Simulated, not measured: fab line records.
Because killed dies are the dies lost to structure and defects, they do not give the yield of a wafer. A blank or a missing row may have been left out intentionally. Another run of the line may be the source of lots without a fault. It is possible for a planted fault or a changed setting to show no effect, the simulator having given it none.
Matching of chambers | flow n5-finfet | N5_BEOL_M7_STRIP_36 on rie-diel-05: 4 sister chambers
The step strips in N2/H2. 4 wafers are shown with their chamber, then 7 later ones without.

== WAFERS PAIRED WITH THEIR CHAMBERS ==
wafer  | chamber | showerhead-plenum-p-Torr (Torr)
L076.5 | 3       | 2.63
L079.3 | 0       | 2.72
L081.5 | 1       | 2.52
L082.4 | 2       | 2.38

== WAFERS WITH NO CHAMBER GIVEN ==
wafer  | showerhead-plenum-p-Torr (Torr)
L082.5 | 2.72
L086.1 | 2.62
L086.2 | 2.52
L086.4 | 2.72
L092.2 | 2.70
L092.3 | 2.51
L092.4 | 2.71

== THE CHAMBER EACH PASSED THROUGH ==
wafer  | from the rows above | in truth
L082.5 | 0                   | 0
L086.1 | 3                   | 3
L086.2 | 1                   | 1
L086.4 | 0                   | 0
L092.2 | 0                   | 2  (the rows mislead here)
L092.3 | 1                   | 1
L092.4 | 0                   | 0
Correct placement for 6 of the 7. Not placeable from these rows: 0. Placed wrongly: 1.
How it was worked out, from the rows above alone: a wafer's distance from a chamber is the root of the sum, over the readings, of the square of ((its reading less the chamber's mean) divided by the reading's scatter). The wafer belongs to the nearest chamber; if the next one is less than 2 further off, it can't be placed. For every chamber, the mean is computed from those of its wafers that are shown. The scatter (one wafer shown for each chamber): square how far every hidden wafer sits from the nearest shown wafer, average those squares and take the square root.
